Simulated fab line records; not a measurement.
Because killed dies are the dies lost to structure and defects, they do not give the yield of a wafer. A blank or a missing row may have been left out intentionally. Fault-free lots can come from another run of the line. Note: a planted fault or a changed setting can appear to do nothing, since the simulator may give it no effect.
Chamber matching / flow n5 finfet / N5_MOL_CONTACT_COAG_DESCUM_13 on rie diel-03: 4 sister chambers
The step chemistry O2, time 7 s. 14 wafers are shown with their chamber, then 7 later ones without.

## EACH WAFER AND ITS CHAMBER
wafer=L078.1; chamber=1; drypump motor current A (A)=5.7; throttle valve pct (%)=20.5; showerhead plenum p Torr (Torr)=2.14
wafer=L078.2; chamber=3; drypump motor current A (A)=5.1; throttle valve pct (%)=20.5; showerhead plenum p Torr (Torr)=2.11
wafer=L078.4; chamber=0; drypump motor current A (A)=5.3; throttle valve pct (%)=20.9; showerhead plenum p Torr (Torr)=2.16
wafer=L083.2; chamber=0; drypump motor current A (A)=5.3; throttle valve pct (%)=20.9; showerhead plenum p Torr (Torr)=2.16
wafer=L083.5; chamber=0; drypump motor current A (A)=5.3; throttle valve pct (%)=20.9; showerhead plenum p Torr (Torr)=2.16
wafer=L083.6; chamber=1; drypump motor current A (A)=5.8; throttle valve pct (%)=20.5; showerhead plenum p Torr (Torr)=2.14
wafer=L085.2; chamber=3; drypump motor current A (A)=5.1; throttle valve pct (%)=20.5; showerhead plenum p Torr (Torr)=2.11
wafer=L085.4; chamber=1; drypump motor current A (A)=5.8; throttle valve pct (%)=20.5; showerhead plenum p Torr (Torr)=2.13
wafer=L085.6; chamber=2; drypump motor current A (A)=6.3; throttle valve pct (%)=20.6; showerhead plenum p Torr (Torr)=2.10
wafer=L086.1; chamber=2; drypump motor current A (A)=6.2; throttle valve pct (%)=20.7; showerhead plenum p Torr (Torr)=2.10
wafer=L086.2; chamber=3; drypump motor current A (A)=5.1; throttle valve pct (%)=20.5; showerhead plenum p Torr (Torr)=2.11
wafer=L086.3; chamber=0; drypump motor current A (A)=5.3; throttle valve pct (%)=20.9; showerhead plenum p Torr (Torr)=2.16
wafer=L088.1; chamber=1; drypump motor current A (A)=5.7; throttle valve pct (%)=20.5; showerhead plenum p Torr (Torr)=2.13
wafer=L088.4; chamber=3; drypump motor current A (A)=5.1; throttle valve pct (%)=20.5; showerhead plenum p Torr (Torr)=2.10

SIGNATURES, as means of the wafers listed above
reading=drypump motor current A; chamber 0=5.300; chamber 1=5.750; chamber 2=6.250; chamber 3=5.100; scatter within a chamber=0.0387
reading=throttle valve pct; chamber 0=20.900; chamber 1=20.500; chamber 2=20.650; chamber 3=20.500; scatter within a chamber=0.0224
reading=showerhead plenum p Torr; chamber 0=2.1600; chamber 1=2.1350; chamber 2=2.1000; chamber 3=2.1075; scatter within a chamber=0.00418
Rule: distance of a wafer from a chamber = root of the sum over the readings of ((wafer's reading minus chamber's mean) / reading's scatter) squared. If the next closest chamber is less than 2 further off than the closest, the wafer can't be placed; otherwise it belongs to the closest. The scatter: the root of (the sum of the squares of (reading less its chamber's mean) over the shown wafers, divided by (wafers less chambers)).

## WAFERS WHOSE CHAMBER IS MISSING
wafer=L088.5; drypump motor current A (A)=6.3; throttle valve pct (%)=20.6; showerhead plenum p Torr (Torr)=2.10
wafer=L089.1; drypump motor current A (A)=5.8; throttle valve pct (%)=20.5; showerhead plenum p Torr (Torr)=2.13
wafer=L089.4; drypump motor current A (A)=5.1; throttle valve pct (%)=20.5; showerhead plenum p Torr (Torr)=2.10
wafer=L089.6; drypump motor current A (A)=5.7; throttle valve pct (%)=20.5; showerhead plenum p Torr (Torr)=2.13
wafer=L093.2; drypump motor current A (A)=5.1; throttle valve pct (%)=20.6; showerhead plenum p Torr (Torr)=2.10
wafer=L093.4; drypump motor current A (A)=6.3; throttle valve pct (%)=20.7; showerhead plenum p Torr (Torr)=2.10
wafer=L093.6; drypump motor current A (A)=5.8; throttle valve pct (%)=20.5; showerhead plenum p Torr (Torr)=2.13

## CHAMBER TAKEN BY EACH
wafer=L088.5; from the rows above=2; in truth=2
wafer=L089.1; from the rows above=1; in truth=1
wafer=L089.4; from the rows above=3; in truth=3
wafer=L089.6; from the rows above=1; in truth=1
wafer=L093.2; from the rows above=3; in truth=3
wafer=L093.4; from the rows above=2; in truth=2
wafer=L093.6; from the rows above=1; in truth=1
Placed correctly: 7 of 7. From these rows, 0 cannot be placed. Number placed wrongly: 0.
